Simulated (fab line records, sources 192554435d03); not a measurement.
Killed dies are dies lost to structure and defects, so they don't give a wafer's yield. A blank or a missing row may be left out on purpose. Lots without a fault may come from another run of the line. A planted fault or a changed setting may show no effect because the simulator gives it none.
One fault seen from 2 desks | flow n5_finfet | each desk has only its own numbers; what lay behind them comes last

THE TOOL OWNER'S DESK: cvd_co-01
The tool's own readings at N5_BEOL_M9_CVD_78 (deposits Co from CCTBA/H2, target thk 2 nm, time 138.9 s): means of the sampled wafers that have a number, for each lot that ran on this tool. A lot is out of limits, marked OUT, if its mean lies more than 4 standard deviations from the usual mean; the brackets give that distance.
Columns: A = run_length_s at N5_BEOL_M9_CVD_78, usual 161.5 s
lot  | first seen here | A
L591 | day 10 16:58    | 162.2
L593 | day 11 02:48    | 161.7
L594 | day 11 09:02    | 161.8
L596 | day 12 03:40    | 161.5
L598 | day 12 04:31    | 161.8
L597 | day 12 11:45    | 162.4
L602 | day 13 08:17    | 148.7 (-18) OUT
L605 | day 13 20:17    | 141.9 (-28) OUT
L612 | day 16 14:33    | 162.2
L613 | day 16 15:24    | 162.2
This desk's finding: out of limits on L602, L605; first on L602, day 13 08:17 (run_length_s at N5_BEOL_M9_CVD_78). In limits: L591, L593, L594, L596, L598, L597, L612, L613.

THE METROLOGY DESK
What the gauges read, lot by lot, whatever tool the lot ran on: means of the sampled wafers that have a number. A lot is out of limits, marked OUT, if its mean lies more than 4 standard deviations from the usual mean; the brackets give that distance.
Columns: A = M9_RS at N5_BEOL_M9_RS_MEAS_57, usual 0.1519 ohm/sq
lot  | first seen here | A
L591 | day 10 18:10    | 0.1504
L593 | day 11 04:11    | 0.1478
L594 | day 11 10:39    | 0.1556
L596 | day 12 05:25    | 0.1501
L598 | day 12 06:22    | 0.1550
L597 | day 12 12:57    | 0.1511
L599 | day 12 22:32    | 0.1527
L602 | day 13 09:23    | 0.1532
L605 | day 13 21:24    | 0.1512
L609 | day 14 19:53    | 0.1562
L612 | day 16 16:04    | 0.1490
L613 | day 16 17:51    | 0.1522
This desk's finding: nothing out of limits on any of the 12 lots.

PUT TOGETHER
The tool owner's desk could have raised an alarm at day 13 08:17, on L602, L605.
The metrology desk saw nothing out of limits.
The metrology desk has L602, L605 on record, within its limits.
Of the lots named, all ran N5_BEOL_M9_CVD_78 on cvd_co-01.

WHAT THE SIMULATOR HAD PUT IN
Process parameter drift: cvd_co-01, from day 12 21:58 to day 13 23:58, at N5_BEOL_M9_CVD_78. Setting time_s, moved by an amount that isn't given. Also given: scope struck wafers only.
Lots struck among those shown: L602, L605.
Hours from the fault's start to each desk's first reading out of limits: the tool owner's desk, 10.
